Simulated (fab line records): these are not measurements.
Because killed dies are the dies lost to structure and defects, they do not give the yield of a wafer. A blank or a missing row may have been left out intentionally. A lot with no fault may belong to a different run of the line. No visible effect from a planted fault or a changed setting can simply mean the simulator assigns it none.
Which of the tools did it?    flow nandHarc    36 wafers from 12 lots sampled at 6 of the route's 1159 steps

WHAT EACH GAUGE READ, for each wafer
NHARC_P_ZERO_WELL_INSPECT_43.
lot   measured     on                rawDefectCount
L950  day 1 19:47  defectInspect-01  7 11 6
L951  day 2 01:28  defectInspect-01  9 7 5
L953  day 2 13:47  defectInspect-01  15 26 13
L954  day 2 19:55  defectInspect-02  431 430 445
L956  day 3 07:41  defectInspect-02  430 412 430
L963  day 5 05:58  defectInspect-01  9 10 11
L965  day 5 13:28  defectInspect-01  15 17 14
L967  day 6 01:34  defectInspect-02  10 34 25
L968  day 6 07:44  defectInspect-01  5 7 15
L969  day 6 13:38  defectInspect-01  12 20 14
L970  day 6 19:51  defectInspect-02  10 9 17
L971  day 7 01:29  defectInspect-02  13 11 20

NHARC_P_GATE_OVL_MEAS_27.
lot   measured      on          overlayXNm (nm)  overlayYNm (nm)
L950  day 4 23:49   overlay-02  -1.4 -1.1 -1.2   0.4 0.2 -0.1
L951  day 5 00:08   overlay-02  1.6 0.7 1.2      -0.6 -1.0 -0.5
L953  day 5 14:22   overlay-01  1.1 1.1 0.6      -1.0 -1.0 -0.6
L954  day 5 14:09   overlay-01  0.1 -0.5 -0.4    1.2 1.0 1.4
L956  day 6 04:33   overlay-01  0.3 0.3 0.5      -0.3 -0.4 -1.0
L963  day 7 19:43   overlay-01  -1.8 -2.1 -2.3   0.6 0.1 0.3
L965  day 8 09:27   overlay-01  0.5 0.5 0.3      0.1 0.7 0.3
L967  day 8 18:01   overlay-01  -0.2 -0.5 -1.0   -1.6 -1.3 -1.8
L968  day 9 12:41   overlay-02  -0.6 -0.8 -0.7   -0.8 -0.4 -1.2
L969  day 9 11:41   overlay-01  -0.4 0.2 0.6     0.2 0.4 0.1
L970  day 9 12:59   overlay-01  -0.1 0.2 -0.2    0.1 -0.3 -0.2
L971  day 10 01:57  overlay-01  -0.5 -0.6 -0.2   0.4 0.2 0.7

NHARC_END_SORT_01.
lot   measured      on         killedAtArray  killedAtOther  killedAtPeriphery  killedDies  killedOpen  killedShort
L954  day 19 16:44  prober-02  30 18 18       0 0 0          35 39 45           65 57 63    2 4 3       1 2 2
L956  day 20 16:11  prober-01  25 24 18       0 0 0          46 42 38           71 66 56    3 2 2       2 1 4

TOOL THAT RAN EACH LOT (tool first, then ch and the chambers of the sampled wafers, then the start)
lot   NHARC_P_ZERO_WELL_PECVD_02      NHARC_P_ZERO_WELL_ETCH_62                    NHARC_P_STI_CMP_21
L950  pecvd-01 ch 0,1, day 1 12:29    rieDiel-07 ch 1,2,3, day 1 19:47 or earlier  cmp-01 ch 1,3, day 3 13:10
L951  pecvd-01 ch 1,2, day 1 18:27    rieDiel-07 ch 1,2,3, day 2 01:28 or earlier  cmp-02 ch 1,2,3, day 3 13:10
L953  pecvd-01 ch 0,1, day 2 06:31    rieDiel-07 ch 0,2, day 2 13:47 or earlier    cmp-01 ch 0,1,2, day 4 07:40
L954  pecvd-01 ch 0,2, day 2 12:45    rieDiel-07 ch 0,3, day 2 19:55 or earlier    cmp-03 ch 0,1,3, day 4 07:37
L956  pecvd-01 ch 0,1,2, day 3 00:30  rieDiel-09 ch 0,1, day 3 07:41 or earlier    cmp-03 ch 1,2, day 4 20:39
L963  pecvd-02 ch 0,1, day 4 18:28    rieDiel-07 ch 1,2,3, day 5 05:58 or earlier  cmp-01 ch 2,3, day 6 13:16
L965  pecvd-02 ch 1,2, day 5 06:31    rieDiel-09 ch 0,3, day 5 13:28 or earlier    cmp-01 ch 1,2, day 7 00:50
L967  pecvd-02 ch 0,1,2, day 5 18:26  rieDiel-09 ch 2,3, day 6 01:34 or earlier    cmp-02 ch 0,1,3, day 7 08:29
L968  pecvd-01 ch 0,1,2, day 6 00:30  rieDiel-09 ch 2,3, day 6 07:44 or earlier    cmp-03 ch 0,2,3, day 8 02:20
L969  pecvd-03 ch 1,2, day 6 06:27    rieDiel-09 ch 0,1,3, day 6 13:38 or earlier  cmp-01 ch 2,3, day 8 02:20
L970  pecvd-02 ch 0,1, day 6 12:33    rieDiel-07 ch 1,3, day 6 19:51 or earlier    cmp-01 ch 1,3, day 8 06:48
L971  pecvd-03 ch 0,1,2, day 6 18:34  rieDiel-04 ch 0,1, day 7 01:29 or earlier    cmp-03 ch 1,2,3, day 8 16:57
- NHARC_P_ZERO_WELL_PECVD_02: deposits SiO2, target thk 10 nm.
- NHARC_P_ZERO_WELL_ETCH_62: etches the open film in CHF3/Ar, target depth 13 nm, time 6.5 s.
- NHARC_P_STI_CMP_21: polishes, t overpolish 20 s, target thk 380.67 nm.

WHAT THE TOOLS THEMSELVES READ (means of the sampled wafers that have a number; where no wafer has one, the mark that the record gives instead)
NHARC_P_ZERO_WELL_PECVD_02.
lot   tool      susceptorTempC (C)
L950  pecvd-01  400.10
L951  pecvd-01  400.05
L953  pecvd-01  399.83
L954  pecvd-01  400.09
L956  pecvd-01  400.08
L963  pecvd-02  400.20
L965  pecvd-02  399.96
L967  pecvd-02  400.02
L968  pecvd-01  399.95
L969  pecvd-03  399.84
L970  pecvd-02  399.84
L971  pecvd-03  399.95

NHARC_P_ZERO_WELL_ETCH_62.
lot   tool        chamberPressureMTorr (mTorr)  drypumpMotorCurrentA (A)  oesProductAu (a.u.)  rfVppV (V)  showerheadPlenumPTorr (Torr)  throttleValvePct (%)
L950  rieDiel-07  25.031                        5.4                       0.952                370.8       2.32                          20.219
L951  rieDiel-07  25.009                        5.4                       0.969                370.1       2.32                          20.212
L953  rieDiel-07  24.998                        5.7                       0.899                366.9       2.21                          20.221
L954  rieDiel-07  25.007                        5.6                       0.950                367.5       2.22                          20.213
L956  rieDiel-09  24.976                        6.4                       0.958                371.6       2.39                          20.223
L963  rieDiel-07  24.991                        5.4                       0.977                369.3       2.32                          20.218
L965  rieDiel-09  25.010                        6.0                       0.975                371.0       2.35                          20.222
L967  rieDiel-09  24.985                        5.8                       0.959                369.9       2.33                          20.225
L968  rieDiel-09  25.005                        6.0                       0.970                369.3       2.27                          20.212
L969  rieDiel-09  24.993                        6.1                       0.972                370.6       2.37                          20.226
L970  rieDiel-07  25.006                        5.3                       0.957                370.6       2.33                          20.222
L971  rieDiel-04  24.998                        5.7                       0.964                371.3       2.38                          20.212

NHARC_P_STI_CMP_21.
lot   tool    motorCurrentA (A)  overpolishRunS (s)
L950  cmp-01  11.1               19.997
L951  cmp-02  12.2               20.004
L953  cmp-01  11.4               19.994
L954  cmp-03  12.5               20.000
L956  cmp-03  12.1               20.001
L963  cmp-01  11.1               19.990
L965  cmp-01  11.3               20.000
L967  cmp-02  12.7               19.997
L968  cmp-03  12.7               20.003
L969  cmp-01  11.2               19.994
L970  cmp-01  11.4               20.002
L971  cmp-03  12.7               20.003

THE ANSWER, worked out from the rows above alone
Rule: what is usual is taken from the lots themselves. The widest of any qualifying gaps counts: lots, ordered by their means at a reading, are off when they make up no more than a third of the lots, leave a main group of 4 or more, and stand apart from it by 3 or more times the standard deviation of that group's means. A main group whose means are all the same, to the digits that the tables above print for the reading, isn't used. A lot without any number at a reading at which 4 lots or more have one is off too. All remaining lots with rows at the step are treated as sound. The gauges are gone through in route order, then the tools' own readings, and for those a lot's mean is taken as printed above. At the first step where some lot is off, the reading lying furthest off is the one used; lots without a number count as furthest.
Off: L954, L956 (NHARC_P_ZERO_WELL_INSPECT_43, rawDefectCount). The main group has a mean of 13 with a standard deviation of 4.7.
A tool fits if, at a process step before that reading, it ran every lot that is off, and no sound lot after the first of them. The gauges at NHARC_P_ZERO_WELL_INSPECT_43 are tried like those tools. NHARC_P_ZERO_WELL_ETCH_62 gives no start for some lots, so the hours and the order of its lots are those of NHARC_P_ZERO_WELL_INSPECT_43. Of those tried, none fits.

WHAT HAD BEEN PUT IN BY THE SIMULATOR
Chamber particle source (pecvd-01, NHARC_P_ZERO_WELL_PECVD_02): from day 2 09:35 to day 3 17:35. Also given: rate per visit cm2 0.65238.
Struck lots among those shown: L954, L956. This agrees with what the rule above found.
